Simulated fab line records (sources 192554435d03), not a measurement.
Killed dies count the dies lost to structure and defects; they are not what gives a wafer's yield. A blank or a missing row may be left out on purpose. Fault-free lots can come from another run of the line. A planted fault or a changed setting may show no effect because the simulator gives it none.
A single fault, viewed from 2 desks + flow n5-finfet + every desk sees just its own numbers, and what lay behind them comes last

== AT THE TOOL OWNER'S DESK: rie-diel-02 ==
The tool's own readings at N5_BEOL_M3_ETCH_64 (etches SOC in N2/H2, target depth 75 nm, overetch 15 nm, time 112.5 s): means of the sampled wafers that have a number, for each lot that ran on this tool. Any lot whose mean is over 4 standard deviations away from the usual mean is out of limits and marked OUT; that distance is given in the brackets.
Columns: A = bias-w at N5_BEOL_M3_ETCH_64, usual 150.0 W; B = drypump-motor-current-A at N5_BEOL_M3_ETCH_64, usual 5.8 A; C = oes-product-au at N5_BEOL_M3_ETCH_64, usual 0.62 a.u.; D = rf-vpp-V at N5_BEOL_M3_ETCH_64, usual 524.9 V; E = showerhead-plenum-p-Torr at N5_BEOL_M3_ETCH_64, usual 2.58 Torr; F = throttle-valve-pct at N5_BEOL_M3_ETCH_64, usual 17.77 %
| lot  | first seen here | A                | B   | C    | D                | E    | F     |
|------|-----------------|------------------|-----|------|------------------|------|-------|
| L715 | day 7 02:07     | 150.3            | 5.6 | 0.62 | 524.8            | 2.59 | 17.98 |
| L717 | day 8 08:07     | 150.0            | 5.6 | 0.61 | 524.3            | 2.58 | 18.00 |
| L718 | day 8 11:13     | 149.7            | 6.1 | 0.66 | 525.7            | 2.61 | 17.79 |
| L725 | day 9 14:50     | 149.7            | 5.3 | 0.62 | 523.9            | 2.56 | 17.71 |
| L731 | day 11 08:01    | 150.3            | 6.2 | 0.67 | 525.4            | 2.59 | 17.51 |
| L734 | day 11 22:13    | 152.8 (+6.2) OUT | 5.7 | 0.62 | 531.1            | 2.59 | 17.81 |
| L735 | day 12 19:58    | 155.9 (+13) OUT  | 5.8 | 0.66 | 537.9 (+5.6) OUT | 2.61 | 17.59 |
This desk's verdict: out of limits on L734, L735, starting with L734 at day 11 22:13 (bias-w at N5_BEOL_M3_ETCH_64). Within limits: L715, L717, L718, L725, L731.

== METROLOGY DESK ==
Lot by lot, what the gauges showed, no matter which tool ran the lot: averages of those sampled wafers that carry a number. Any lot whose mean is over 4 standard deviations away from the usual mean is out of limits and marked OUT; that distance is given in the brackets. Only the readings that lie furthest out on some lot appear, 7 of the 11 it has.
Columns: A = M3_OVL at N5_BEOL_M3_OVL_MEAS_12, usual -0.1 nm; B = IOFF_P at N5_BEOL_M4_RC_MEAS_101, usual 0.21 nA/um; C = ION_N at N5_BEOL_M4_RC_MEAS_101, usual 672 uA/um; D = ION_P at N5_BEOL_M4_RC_MEAS_101, usual 461 uA/um; E = SS_N at N5_BEOL_M4_RC_MEAS_101, usual 71.4 mV/dec; F = SS_P at N5_BEOL_M4_RC_MEAS_101, usual 73.2 mV/dec; G = VT_P at N5_BEOL_M4_RC_MEAS_101, usual -250 mV
| lot  | first seen here | A    | B    | C   | D   | E    | F    | G    |
|------|-----------------|------|------|-----|-----|------|------|------|
| L715 | day 7 01:57     | -0.0 | 0.24 | 681 | 475 | 71.2 | 73.1 | -244 |
| L717 | day 8 07:56     | 0.5  | 0.22 | 671 | 468 | 71.2 | 72.4 | -247 |
| L718 | day 8 10:59     | 0.4  | 0.24 | 677 | 460 | 71.6 | 73.7 | -247 |
| L721 | day 8 12:57     | -0.1 | 0.23 | 679 | 465 | 71.3 | 73.6 | -249 |
| L722 | day 8 20:46     | 0.4  | 0.21 | 673 | 468 | 71.1 | 73.1 | -248 |
| L725 | day 9 14:40     | -0.3 | 0.19 | 660 | 457 | 70.9 | 72.6 | -249 |
| L730 | day 11 00:22    | -0.1 | 0.16 | 669 | 455 | 71.0 | 73.1 | -254 |
| L731 | day 11 07:51    | -1.0 | 0.20 | 668 | 453 | 72.0 | 73.2 | -252 |
| L734 | day 11 22:01    | -0.3 | 0.26 | 670 | 466 | 71.9 | 73.2 | -245 |
| L735 | day 12 19:29    | 0.5  | 0.17 | 660 | 447 | 71.5 | 73.0 | -256 |
This desk's verdict: no lot among the 10 shows anything out of limits.

== ALL TOGETHER ==
The tool owner's desk could have raised an alarm at day 11 22:13, on L734, L735.
Nothing out of limits was seen by the metrology desk.
The metrology desk has L734, L735 on record, within its limits.
Of the lots named, all ran N5_BEOL_M3_ETCH_64 on rie-diel-02.

== WHAT THE SIMULATOR HAD PUT IN ==
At N5_BEOL_M3_ETCH_64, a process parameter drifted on rie-diel-02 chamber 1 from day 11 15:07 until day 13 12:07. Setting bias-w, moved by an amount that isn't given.
Shown lots that were struck: L734, L735.
Time in hours from fault onset to the first out-of-limits reading at each desk: the tool owner's desk, 7.
